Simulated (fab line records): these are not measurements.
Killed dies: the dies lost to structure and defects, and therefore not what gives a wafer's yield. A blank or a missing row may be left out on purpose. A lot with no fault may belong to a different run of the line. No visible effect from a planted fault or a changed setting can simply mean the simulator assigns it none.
Matching of chambers :: flow n5 finfet :: 4 sister chambers for N5_GATE_CUT_CMP_43 on cmp-03
The step polishes SiO2. 8 wafers are shown with their chamber, then 9 later ones without.

== WAFERS, EACH WITH ITS CHAMBER ==
wafer: L080.3
chamber: 1
motor current A (A): 13.5

wafer: L080.4
chamber: 3
motor current A (A): 11.7

wafer: L081.5
chamber: 2
motor current A (A): 11.1

wafer: L083.5
chamber: 0
motor current A (A): 12.3

wafer: L083.6
chamber: 3
motor current A (A): 11.9

wafer: L087.1
chamber: 2
motor current A (A): 12.1

wafer: L087.2
chamber: 0
motor current A (A): 12.4

wafer: L087.3
chamber: 1
motor current A (A): 13.4

== WAFERS WITH NO CHAMBER GIVEN ==
wafer: L086.3
motor current A (A): 12.0

wafer: L086.4
motor current A (A): 12.9

wafer: L086.6
motor current A (A): 10.9

wafer: L096.1
motor current A (A): 11.1

wafer: L096.3
motor current A (A): 14.1

wafer: L096.5
motor current A (A): 11.5

wafer: L097.1
motor current A (A): 11.0

wafer: L097.2
motor current A (A): 13.7

wafer: L097.3
motor current A (A): 11.4

== WHICH CHAMBER EACH WENT THROUGH ==
wafer: L086.3
from the rows above: can't be placed: 3 or 0 or 2
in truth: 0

wafer: L086.4
from the rows above: can't be placed: 0 or 1 or 3
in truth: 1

wafer: L086.6
from the rows above: can't be placed: 2 or 3
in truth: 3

wafer: L096.1
from the rows above: can't be placed: 2 or 3
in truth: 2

wafer: L096.3
from the rows above: 1
in truth: 1

wafer: L096.5
from the rows above: can't be placed: 2 or 3
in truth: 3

wafer: L097.1
from the rows above: can't be placed: 2 or 3
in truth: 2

wafer: L097.2
from the rows above: 1
in truth: 1

wafer: L097.3
from the rows above: can't be placed: 2 or 3
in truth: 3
Correct placement for 2 of the 9. Can't be placed from these rows: 7 (the true chamber is among the candidates in 7). Number placed wrongly: 0.
How it was worked out, from the rows above alone: a wafer's distance from a chamber is the root of the sum, over the readings, of the square of ((its reading less the chamber's mean) divided by the reading's scatter). The wafer belongs to the nearest chamber; if the next one is less than 2 further off, it can't be placed. For every chamber, the mean is computed from those of its wafers that are shown. The scatter: the root of (the sum of the squares of (reading less its chamber's mean) over the shown wafers, divided by (wafers less chambers)).
